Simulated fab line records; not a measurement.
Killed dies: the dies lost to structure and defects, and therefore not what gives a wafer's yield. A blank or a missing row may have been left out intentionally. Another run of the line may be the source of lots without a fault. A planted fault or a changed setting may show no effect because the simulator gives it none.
Problem report in the 8D (eight disciplines) form, filled by code | flow nand harc | the parts of the form that need people (team, actions taken, sign-off) are left out

## 1. WHAT WENT WRONG
Wafers without a fault read 2.9 %, standard deviation 1.1; sort_bin_2_pct at NHARC_END_SORT_01 reads a mean of 28.7 % on 6 wafers belonging to 2 lots. Measured from the usual mean, that is +23 standard deviations.
Seen first at day 27 13:50 on prober-01, wafer L799.2. The record has a number at this step for 12 wafers belonging to 4 lots. By rule, "out" or "out of limits" means more than 4 standard deviations away from the usual mean. The other wafers with a number count as sound.

## 2. WHAT IT IS AND WHAT IT IS NOT
question                    | is                                                                                                                                                  | is not
which readings at this step | sort_bin_2_pct, defect limited yield, killed at array, killed dies, sort_bin_3_pct, sort_bin_4_pct, sort n pass, sort rim yield pct, sort yield pct | killed at other, killed at periphery, killed open, killed short
which lots                  | L799, L801                                                                                                                                          | L810, L811
which wafers of those lots  | all that have a number                                                                                                                              | -
read on which gauges        | prober-01, prober-02                                                                                                                                | -
when                        | from day 27 13:50                                                                                                                                   | up to then (0 sound wafers); but 6 sound wafers of L810, L811 came after

## 3. THE SUSPECTS, EACH WITH WHAT RULES IT OUT
Counting: a tool at a process step up to the reading stays a suspect if it ran every lot that is out and no sound lot after the first of them.
- the gauge at NHARC_END_SORT_01 is ruled out. 2 gauges (prober-01, prober-02) read the wafers that are out.
- rtp anneal-01 at NHARC_A_M1_ANNEAL_31 (time 90 s): kept. It ran every lot that is out, first L799 (day 26 03:47), and no sound lot after that.
- ecd cu-01 at NHARC_A_BONDPAD_ECD_18 (material Cu, target thk 400 nm): ruled out as a lasting fault. After its first lot that is out, L799 (day 26 08:11), sound lots L811 ran on it.
The count leaves rtp anneal-01 at NHARC_A_M1_ANNEAL_31.

## 4. THE CAUSE (what the simulator had put in)
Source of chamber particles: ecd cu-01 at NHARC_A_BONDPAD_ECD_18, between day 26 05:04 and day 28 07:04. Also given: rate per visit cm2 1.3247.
It was ruled out by counting, in error; the rule expects a fault to strike all lots run on its tool from its start on, and this fault did not.

## 5. SEQUENCE OF EFFECTS, ordered by route
Rows list readings where the struck wafers' mean (over those with a number) sits beyond 3 standard deviations from the usual. Only readings for which the record gives a usual standard deviation are gone through. hours: the time from each lot's start at the first step in this table that gives one to its start at this step, as a median over the lots. sigmas: the change in usual standard deviations.
hours | step              | reading              | usual  | on struck wafers | change | sigmas
0     | NHARC_END_SORT_01 | defect limited yield | 91.6 % | 28.5             | -63.1  | -24
0     | NHARC_END_SORT_01 | killed at array      | 52     | 483              | +431   | +25
0     | NHARC_END_SORT_01 | killed dies          | 57     | 484              | +427   | +25
0     | NHARC_END_SORT_01 | sort_bin_2_pct       | 2.9 %  | 28.7             | +25.8  | +23
0     | NHARC_END_SORT_01 | sort_bin_3_pct       | 0.6 %  | 6.2              | +5.7   | +15
0     | NHARC_END_SORT_01 | sort_bin_4_pct       | 4.8 %  | 36.5             | +31.7  | +21
0     | NHARC_END_SORT_01 | sort n pass          | 620    | 193              | -427   | -25
0     | NHARC_END_SORT_01 | sort rim yield pct   | 92 %   | 27               | -65    | -13
0     | NHARC_END_SORT_01 | sort yield pct       | 91.6 % | 28.5             | -63.1  | -24

## 6. WHAT WOULD HAVE CAUGHT IT SOONER
33 hours passed between the start of the fault at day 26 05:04 and the first reading out of limits at a measuring or inspecting step in this record, taken at day 27 13:50.
